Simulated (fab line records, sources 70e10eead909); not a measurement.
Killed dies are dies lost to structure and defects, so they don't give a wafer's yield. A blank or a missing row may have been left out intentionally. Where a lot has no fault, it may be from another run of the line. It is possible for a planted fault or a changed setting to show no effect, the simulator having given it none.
What tool caused it? -- flow nand_harc -- 9 lots, 27 wafers sampled, at 1 step of a route of 1302

WHAT EACH GAUGE READ, for each wafer
NHARC_A_CONTACT_OVL_MEAS_09.
lot,measured,on,overlay_x_nm (nm)
L075,day 22 19:55,overlay-02,-0.5 -1.1 -1.3
L077,day 23 12:43,overlay-02,-0.5 -0.1 -0.5
L081,day 24 03:14,overlay-02,-0.8 -0.3 -0.5
L083,day 25 07:30,overlay-01,-0.4 -0.5 0.2
L085,day 26 06:01,overlay-02,0.1 -0.5 -0.6
L087,day 27 12:15,overlay-02,0.3 -0.8 -0.2
L091,day 28 10:04,overlay-01,-0.4 -0.2 -0.2
L089,day 28 15:28,overlay-01,0.1 0.1 1.0
L094,day 30 16:07,overlay-02,-0.2 -0.5 -0.3

WHAT TOOL EACH LOT RAN ON (gives the tool, then ch and the chambers of the sampled wafers, and finally the start)
Record: no process step prior to these readings.

THE ANSWER, worked out from the rows above alone
Rule: the usual values come from the lots themselves. Put in order of their means at a reading, lots are off if they are a third of the lots or fewer, leave a main group of 4 or more, and stand apart from it by a gap of 3 or more times the standard deviation of the main group's means; of several such gaps the widest counts. A main group is skipped when, at the precision printed for the reading in the tables above, its means are all equal. Also off: a lot with no number at a reading for which 4 or more lots have one. Any other lot the step has rows for is counted as sound.
Nothing can be told from this: no lot is off at any reading shown.

WHAT THE SIMULATOR HAD INSERTED
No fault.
